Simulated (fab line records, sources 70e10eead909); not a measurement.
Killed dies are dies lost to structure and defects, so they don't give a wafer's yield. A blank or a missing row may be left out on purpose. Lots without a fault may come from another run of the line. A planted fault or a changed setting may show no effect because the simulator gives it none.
Chamber matching | flow nand_harc | NHARC_A_BONDPAD_ETCH_12 on rie_diel-01: 4 sister chambers
The step etches the open film in CHF3/O2, target depth 220 nm, time 110 s. 18 wafers are shown with their chamber, then 9 later ones without.

WAFERS WITH THEIR CHAMBER
wafer  | chamber | rf_vpp_V (V) | run_length_s (s) | oes_product_au (a.u.)
L196.2 | 0       | 367.3        | 132.0            | 0.912
L196.4 | 2       | 367.6        | 132.0            | 0.923
L196.6 | 1       | 367.4        | 131.5            | 0.921
L197.1 | 3       | 374.3        | 130.8            | 0.955
L197.2 | 0       | 367.1        | 132.3            | 0.963
L197.6 | 0       | 368.0        | 132.4            | 0.951
L200.2 | 2       | 367.4        | 131.7            | 0.961
L200.4 | 0       | 367.5        | 131.9            | 0.978
L200.5 | 2       | 367.0        | 131.7            | 0.967
L199.1 | 2       | 366.9        | 132.2            | 0.927
L199.3 | 0       | 367.8        | 132.1            | 0.931
L199.5 | 2       | 367.4        | 132.1            | 0.943
L201.4 | 3       | 374.6        | 130.8            | 0.923
L201.5 | 3       | 373.3        | 131.4            | 0.934
L201.6 | 0       | 368.1        | 132.2            | 0.929
L202.4 | 3       | 374.2        | 131.1            | 0.977
L202.5 | 2       | 368.6        | 131.8            | 0.972
L202.6 | 3       | 371.9        | 130.7            | 0.965

SIGNATURES (means of the wafers above)
reading        | chamber 0 | chamber 1 | chamber 2 | chamber 3 | scatter within a chamber
rf_vpp_V       | 367.633   | 367.400   | 367.483   | 373.660   | 0.73
run_length_s   | 132.150   | 131.500   | 131.917   | 130.960   | 0.229
oes_product_au | 0.94400   | 0.92100   | 0.94883   | 0.95080   | 0.0226
Rule: a wafer's distance from a chamber is the root of the sum, over the readings, of the square of ((its reading less the chamber's mean) divided by the reading's scatter). The wafer belongs to the nearest chamber; if the next one is less than 2 further off, it can't be placed. The scatter: the root of (the sum of the squares of (reading less its chamber's mean) over the shown wafers, divided by (wafers less chambers)).

WAFERS WITHOUT THEIR CHAMBER
wafer  | rf_vpp_V (V) | run_length_s (s) | oes_product_au (a.u.)
L203.1 | 372.4        | 130.8            | 0.960
L203.3 | 366.5        | 131.8            | 0.955
L203.6 | 373.5        | 130.7            | 0.960
L208.3 | 374.0        | 130.8            | 0.957
L208.4 | 366.7        | 131.4            | 0.972
L208.5 | 367.2        | 132.0            | 0.963
L207.2 | 374.0        | 131.2            | 0.916
L211.4 | 364.7        | 132.0            | 0.979
L210.6 | 367.6        | 132.3            | 0.971

WHICH CHAMBER EACH WENT THROUGH
wafer  | from the rows above          | in truth
L203.1 | 3                            | 3
L203.3 | can't be placed: 2 or 0 or 1 | 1
L203.6 | 3                            | 3
L208.3 | 3                            | 3
L208.4 | can't be placed: 1 or 2 or 0 | 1
L208.5 | can't be placed: 2 or 0      | 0
L207.2 | 3                            | 3
L211.4 | can't be placed: 2 or 0 or 1 | 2
L210.6 | can't be placed: 0 or 2      | 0
Placed correctly: 4 of 9. Can't be placed from these rows: 5 (the true chamber is among the candidates in 5). Placed wrongly: 0.
